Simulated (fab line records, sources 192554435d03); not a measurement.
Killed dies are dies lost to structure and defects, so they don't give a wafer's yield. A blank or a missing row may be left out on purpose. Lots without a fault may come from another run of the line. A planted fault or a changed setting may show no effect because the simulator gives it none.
Problem report in the 8D (eight disciplines) form, filled by code | flow n5_finfet | the parts of the form that need people (team, actions taken, sign-off) are left out

1. THE PROBLEM
bias_w at N5_BEOL_M9_ETCH_66 reads a mean of 137.6 W on 1 wafer of 1 lot; wafers without a fault read 149.9 W with a standard deviation of 0.45. That is -27 standard deviations from the usual mean.
The step: etches SOC in N2/H2, target depth 80 nm, overetch 16 nm, time 120 s.
First seen on wafer L364.3, day 19 04:00, on rie_diel-02. The record holds 15 wafers of 5 lots with a number at this step. Rule for "out", or "out of limits": more than 4 standard deviations from the usual mean. The other wafers with a number count as sound.

2. WHAT IT IS AND WHAT IT IS NOT
question                    | is                | is not
which readings at this step | bias_w, rf_vpp_V  | drypump_motor_current_A, oes_product_au, showerhead_plenum_p_Torr, throttle_valve_pct
which lots                  | L364              | L348, L355, L365, L366
which wafers of those lots  | L364.3            | L364.4, L364.5
read on which tools         | rie_diel-02       | rie_diel-05, rie_diel-06
when                        | from day 19 04:00 | up to then (11 sound wafers); but 3 sound wafers of L366 came after

3. SUSPECTS, AND WHAT RULES EACH OUT
Counting: a tool at a process step up to the reading stays a suspect if it ran every lot that is out. Sound lots after the first of them don't rule it out here, since some wafers of a struck lot are sound.
- rie_diel-02 at N5_BEOL_M9_DESCUM_33 (chemistry O2, time 7 s): kept. It ran the lot that is out, L364 (day 19 03:55); its last sound lot up to then is L355 (day 15 12:49).
- rie_diel-02 at N5_BEOL_M9_ETCH_76 (etches underlayer in N2/H2, target depth 6.5 nm, time 5.2 s): kept. It ran the lot that is out, L364 (day 19 03:57); its last sound lot up to then is L355 (day 15 12:51).
- rie_diel-02 at N5_BEOL_M9_ETCH_65 (etches SiARC in CF4, target depth 15.6 nm, time 26 s): kept. It ran the lot that is out, L364 (day 19 03:58); its last sound lot up to then is L355 (day 15 12:52).
- rie_diel-02 at N5_BEOL_M9_ETCH_66 (etches SOC in N2/H2, target depth 80 nm, overetch 16 nm, time 120 s): kept. It ran the lot that is out, L364 (day 19 04:00); its last sound lot up to then is L355 (day 15 12:53). Its own readings are out on those wafers: bias_w, rf_vpp_V.
- Within rie_diel-02 at N5_BEOL_M9_DESCUM_33: the wafers that are out ran in chamber 0; their sound lot-mates ran in chamber 3.
- Within rie_diel-02 at N5_BEOL_M9_ETCH_76: the wafers that are out ran in chamber 0; their sound lot-mates ran in chamber 3.
- Within rie_diel-02 at N5_BEOL_M9_ETCH_65: the wafers that are out ran in chamber 0; their sound lot-mates ran in chamber 3.
- Within rie_diel-02 at N5_BEOL_M9_ETCH_66: the wafers that are out ran in chamber 0; their sound lot-mates ran in chamber 3.
Left after counting: rie_diel-02 at N5_BEOL_M9_DESCUM_33, rie_diel-02 at N5_BEOL_M9_ETCH_76, rie_diel-02 at N5_BEOL_M9_ETCH_65, rie_diel-02 at N5_BEOL_M9_ETCH_66.

4. THE CAUSE (what the simulator had put in)
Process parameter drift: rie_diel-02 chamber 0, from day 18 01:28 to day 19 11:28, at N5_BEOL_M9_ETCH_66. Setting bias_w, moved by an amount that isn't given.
Counting left 4 suspects, and this tool is among them.

5. THE CHAIN OF EFFECTS, in route order
Each row: a reading whose mean over the struck wafers that have a number lies more than 3 standard deviations from the usual. Only readings for which the record gives a usual standard deviation are gone through. hours: the time from each lot's start at the first step in this table that gives one to its start at this step, as a median over the lots. sigmas: the change in usual standard deviations.
hours | step               | reading  | usual   | on struck wafers | change | sigmas
0     | N5_BEOL_M9_ETCH_66 | bias_w   | 149.9 W | 137.6            | -12.3  | -27
0     | N5_BEOL_M9_ETCH_66 | rf_vpp_V | 524.4 V | 497.1            | -27.3  | -10
The process steps in it:
- N5_BEOL_M9_ETCH_66: etches SOC in N2/H2, target depth 80 nm, overetch 16 nm, time 120 s.

6. WHAT WOULD HAVE CAUGHT IT SOONER
In this record the first reading out of limits was taken at day 19 04:00, 27 hours after the fault began at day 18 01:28.
